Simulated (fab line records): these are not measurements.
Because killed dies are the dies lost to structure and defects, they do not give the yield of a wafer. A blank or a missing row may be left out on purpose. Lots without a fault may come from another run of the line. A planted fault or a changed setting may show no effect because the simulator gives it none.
Split-lot trial	flow n5 finfet	21 wafers read from 7 lots, route of 1938 steps

== THE SPLIT ==
At N5_DUMMY_GATE_COAT_28 (time 60 s, resist thk 10 nm), the setting spin rpm was moved away from the recipe's 1500 rpm on 5 of the 21 wafers read, by -9.7% to +11.0%. The other wafers ran this setting at the recipe's value.

The reading comes from the split's own step.

== THE READING ==
underlayer_of_DUMMY_GATE_COAT_28.thk nm (the simulator's own value, which no gauge read), in nm, at N5_DUMMY_GATE_COAT_28 (time 60 s, resist thk 10 nm). No usual value for it is given in the file.

wafer	tool, chamber at the split	spin rpm as run, rpm	against the recipe	underlayer_of_DUMMY_GATE_COAT_28.thk nm, nm	against lot-mates on the recipe
L074.2	litho track-01, 0	1500	recipe	10	-
L074.4	litho track-01, 0	1500	recipe	10	-
L074.5	litho track-01, 0	1553	+3.5%	9.8	-0.2
L079.1	litho track-04, 0	1500	recipe	10	-
L079.2	litho track-04, 0	1500	recipe	10	-
L079.6	litho track-04, 0	1500	recipe	10	-
L086.2	litho track-01, 0	1500	recipe	10	-
L086.5	litho track-01, 0	1500	recipe	10	-
L086.6	litho track-01, 0	1500	recipe	10	-
L087.1	litho track-05, 0	1500	recipe	10	-
L087.3	litho track-05, 0	1500	recipe	10	-
L087.4	litho track-05, 0	1665	+11.0%	9.6	-0.4
L088.2	litho track-01, 0	1500	recipe	10	-
L088.4	litho track-01, 0	1500	recipe	10	-
L088.6	litho track-01, 0	1500	recipe	10	-
L089.1	litho track-01, 0	1500	recipe	10	-
L089.3	litho track-01, 0	1500	recipe	10	-
L089.5	litho track-01, 0	1361	-9.3%	10.4	+0.4
L090.3	litho track-04, 0	1355	-9.7%	10.6	+0.6
L090.6	litho track-04, 0	1355	-9.7%	10.6	+0.6
L090.5	litho track-04, 0	1500	recipe	10	-

FIT RESULTS
A straight line over all 21 wafers: underlayer_of_DUMMY_GATE_COAT_28.thk nm changes by -0.0498 nm for each +1% of spin rpm; r = -0.98; the points scatter about the line by 0.051 nm.
The same after taking each lot's own level away (the mean of its wafers on the recipe; 21 wafers): -0.0498 nm for each +1%; r = -0.98; scatter 0.051 nm.
According to that fit, moving spin rpm by its largest amount changes the reading by 0.55 nm.
The lots' own levels span 10.00 to 10.00 nm.
Hence the lot-to-lot level has little effect on the slope; both slopes agree.
Check: for one of the wafers moved furthest among these (+11.0%), held out of the fit, the line's prediction against its lot-mates is -0.618 nm. Against them it came out at -0.4 nm.

== FURTHER SPLITS ON THESE WAFERS ==
Before the reading, these wafers also passed through other splits. Each is held against what the fit with the lots' levels taken away leaves over:
other split on the same wafers	wafers away from the commonest value	r with underlayer_of_DUMMY_GATE_COAT_28.thk nm (lot level and that fit taken away)
N5_ZERO_LAYER_ETCH_18 icp w	9	+0.24
N5_PMOS_HMC_CHANNEL_EPI_PEB_07 peb temp c	5	+0.19
N5_PMOS_HMC_CHANNEL_EPI_DEVELOP_08 develop time s	5	+0.04
N5_FIN_CUT_COAT_19 spin rpm	7	+0.35
N5_DUMMY_GATE_CVD_03 temp c	6	-0.02

== FILE'S OWN FIT ==
underlayer_of_DUMMY_GATE_COAT_28.thk nm changes by -0.0467 nm for each +1% of spin rpm, r = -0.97.
